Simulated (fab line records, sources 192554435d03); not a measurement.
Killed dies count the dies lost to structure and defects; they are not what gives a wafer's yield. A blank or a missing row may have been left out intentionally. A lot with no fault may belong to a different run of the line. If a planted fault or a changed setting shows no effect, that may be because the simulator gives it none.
A struck lot beside a sound one / flow n5Finfet / 24 steps out of a route of 1938
Sound: these wafers, L807.1, L807.5, L807.6. The struck wafers were L811.1, L811.2, L811.4. The cause is given at the end.
Order at every step that has rows: each side's tool, ch and its chambers, its first start. Under that, the readings that differ: sound wafers / struck wafers / difference of the means / sigmas: that difference in standard deviations of wafers without a fault.
alike: readings whose means differ by less than 2 such deviations, and words and numbers that are the same on both sides. not compared: withheld readings, readings that some wafer has no value for, bounds like >300 that may hide the same value, and numbers for which the record gives no deviation and whose values overlap.
The two part at a step that has a row with sigmas, a row that says differs or no value, or rows on one side only. When numbers do not overlap yet have no deviation, they are printed without sigmas and do not part them. Lack of a reading on every wafer of one side parts them only where that side has two or more wafers.

N5_BEOL_M7_THK_MEAS_53: measures by xrf.
  struck on filmMetro-01, day 11 14:26; sound on filmMetro-02, day 11 06:47
  alike: M7_THK
then, 1 step without rows for these wafers: N5_BEOL_M7_PRE_CLEAN_55 (time 15 s).
N5_BEOL_M7_DEP_56: deposits SiCN from 3MS/NH3, target thk 10 nm, time 17.5 s.
  sound on pecvd-02 ch 1,2, day 11 06:50; struck on pecvd-01 ch 0,1, day 11 14:30
  alike: showerheadPlenumPTorr, throttleValvePct
N5_BEOL_M7_RS_MEAS_57: measurement is done with a four-point probe.
  struck on filmMetro-02, day 11 14:34; sound on filmMetro-01, day 11 06:55
  alike: M7_RS
N5_BEOL_M7_INSPECT_58: inspects for defects (darkfield).
  struck on defectInspect-01, day 11 14:36; sound on defectInspect-02, day 11 06:56
  alike: rawDefectCount
N5_BEOL_M8_ILD_DEP_00: deposits SiCOH lowk from DEMS/porogen, target thk 179.75 nm, time 33.4 s.
  sound on pecvd-02 ch 0,2, day 11 06:59; struck on pecvd-03 ch 0,1,2, day 11 14:38
  alike: heaterPowerW, showerheadPlenumPTorr, throttleValvePct
then, 1 step without rows for these wafers: N5_BEOL_M8_CURE_74 (cures SiCOH lowk, time 240 s).
N5_BEOL_M8_THK_MEAS_01:
  struck on filmMetro-02, day 11 15:20; sound on filmMetro-02, day 11 07:35
  alike: M8_ILD_THK
N5_BEOL_M8_PECVD_70: deposits SiO2 from TEOS/O2, target thk 20 nm, time 22.7 s.
  sound on pecvd-02 ch 0,1, day 11 07:37; struck on pecvd-01 ch 0,1,2, day 11 15:22
  alike: heaterPowerW, showerheadPlenumPTorr, throttleValvePct
N5_BEOL_M8_HM_DEP_02: deposits TiN, target thk 20 nm.
  struck on pvdSputter-02, day 11 16:02; sound on pvdSputter-03, day 11 08:04
  alike: throttleValvePct
then, 2 steps without rows for these wafers: N5_BEOL_M8_COAT_59 (time 60 s, resist thk 100 nm); N5_BEOL_M8_COAT_60 (time 60 s, resist thk 35 nm).
N5_BEOL_M8_COAT_05: resist thk 90 nm.
  sound on lithoTrack-05 ch 0, day 11 08:12; struck on lithoTrack-02 ch 0, day 11 16:10
reading=spinSpeedRpm (rpm); sound=1499.3 1499.4 1499.8; struck=1616.4 1617.2 1617.5; difference=+117.5; sigmas=+99 or more
reading=model.CAR-ArF_of_BEOL_M8_COAT_05.thkNm (nm); sound=89.8 89.8 89.8; struck=86.8 86.4 86.2; difference=-3.3; sigmas=
  alike: chillPlateTempC
then, 5 steps without rows for these wafers: N5_BEOL_M8_EBR_07; N5_BEOL_M8_SOFTBAKE_06 (time 60 s); N5_BEOL_M8_EXPOSE_08 (exposes mask M8); N5_BEOL_M8_PEB_09 (peb time 60 s); N5_BEOL_M8_DEVELOP_10 (develop time 30 s).
N5_BEOL_M8_CD_MEAS_11: target cd 38.5 nm.
  sound on cdSem-01 ch 0, day 11 08:26; struck on cdSem-02 ch 0, day 11 16:32
  alike: cdNm
N5_BEOL_M8_OVL_MEAS_12:
  sound on overlay-02 ch 0, day 11 08:28; struck on overlay-01 ch 0, day 11 16:34
  alike: M8_OVL
N5_BEOL_M8_INSPECT_13: inspects for defects (brightfield).
  struck on defectInspect-02, day 11 16:35; sound on defectInspect-02, day 11 08:30
  alike: rawDefectCount
N5_BEOL_M8_DESCUM_16: chemistry O2, time 7.9 s.
  sound on rieDiel-01 ch 0,1,2, day 11 08:32; struck on rieDiel-06 ch 0,3, day 11 16:37
  alike: drypumpMotorCurrentA, oesProductAu, rfVppV, showerheadPlenumPTorr, throttleValvePct
  not compared: rfHoursCounterH
N5_BEOL_M8_ETCH_61: etches SiARC in CF4, target depth 45.5 nm, time 75.8 s.
  sound on rieDiel-01 ch 0,1,2, day 11 08:34; struck on rieDiel-06 ch 0,3, day 11 16:40
reading=model.CAR-ArF_of_BEOL_M8_COAT_05.thkNm (nm); sound=50.6 51 50.8; struck=47.8 47.2 47.2; difference=-3.4; sigmas=
  alike: drypumpMotorCurrentA, etchRfOnTimeS, oesProductAu, rfVppV, showerheadPlenumPTorr, throttleValvePct
  not compared: rfHoursCounterH
then, 1 step without rows for these wafers: N5_BEOL_M8_ETCH_62 (etches SOC in N2/H2, target depth 110 nm, overetch 22 nm, time 165 s).

== WHERE THEY PART ==
Within this record, at N5_BEOL_M8_COAT_05 only. Later steps at which nothing parts them and some readings are alike: N5_BEOL_M8_CD_MEAS_11, N5_BEOL_M8_OVL_MEAS_12, N5_BEOL_M8_INSPECT_13, N5_BEOL_M8_DESCUM_16, N5_BEOL_M8_ETCH_61.

WHY: what the simulator had put in
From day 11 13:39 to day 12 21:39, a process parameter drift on lithoTrack-02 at N5_BEOL_M8_COAT_05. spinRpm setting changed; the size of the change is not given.
